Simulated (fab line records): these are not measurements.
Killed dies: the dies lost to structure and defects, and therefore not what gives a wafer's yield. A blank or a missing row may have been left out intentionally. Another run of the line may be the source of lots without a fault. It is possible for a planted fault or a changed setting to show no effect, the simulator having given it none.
Matching of chambers | flow n5Finfet | N5_BEOL_M0_SAQP_ALD_48 on aldSin-04 has 4 sister chambers
The step deposits SiO2, target thk 20 nm, pulse time 1 s, co reactant pulse time 1 s. 8 wafers are shown with their chamber, then 12 later ones without.

## WAFERS WITH THEIR CHAMBER
wafer  | chamber | heaterPowerW (W) | heaterPowerOuterW (W)
L079.4 | 0       | 72               | 35
L088.5 | 2       | 70               | 38
L090.3 | 3       | 80               | 42
L090.4 | 0       | 71               | 36
L090.6 | 1       | 79               | 38
L092.2 | 3       | 78               | 41
L092.4 | 1       | 81               | 40
L092.6 | 2       | 69               | 36

## WAFERS WHOSE CHAMBER IS MISSING
wafer  | heaterPowerW (W) | heaterPowerOuterW (W)
L093.2 | 80               | 41
L093.5 | 79               | 41
L093.6 | 72               | 35
L094.1 | 79               | 41
L094.4 | 82               | 38
L094.6 | 82               | 39
L095.1 | 81               | 41
L095.3 | 71               | 36
L095.4 | 70               | 37
L096.2 | 81               | 41
L096.3 | 79               | 38
L096.4 | 70               | 36

## WHICH CHAMBER EACH WENT THROUGH
wafer  | from the rows above     | in truth
L093.2 | can't be placed: 3 or 1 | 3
L093.5 | can't be placed: 3 or 1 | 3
L093.6 | 0                       | 0
L094.1 | can't be placed: 3 or 1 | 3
L094.4 | 1                       | 1
L094.6 | can't be placed: 1 or 3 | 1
L095.1 | can't be placed: 3 or 1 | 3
L095.3 | can't be placed: 0 or 2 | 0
L095.4 | can't be placed: 2 or 0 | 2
L096.2 | can't be placed: 3 or 1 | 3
L096.3 | can't be placed: 1 or 3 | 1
L096.4 | can't be placed: 2 or 0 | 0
2 of 12 placed correctly. Unplaceable from these rows: 10, with the true chamber sitting among the candidates in 10. Wrongly placed: 0.
How it was worked out, from the rows above alone: a wafer's distance from a chamber is the root of the sum, over the readings, of the square of ((its reading less the chamber's mean) divided by the reading's scatter). The wafer belongs to the nearest chamber; if the next one is less than 2 further off, it can't be placed. For every chamber, the mean is computed from those of its wafers that are shown. The scatter: the root of (the sum of the squares of (reading less its chamber's mean) over the shown wafers, divided by (wafers less chambers)).
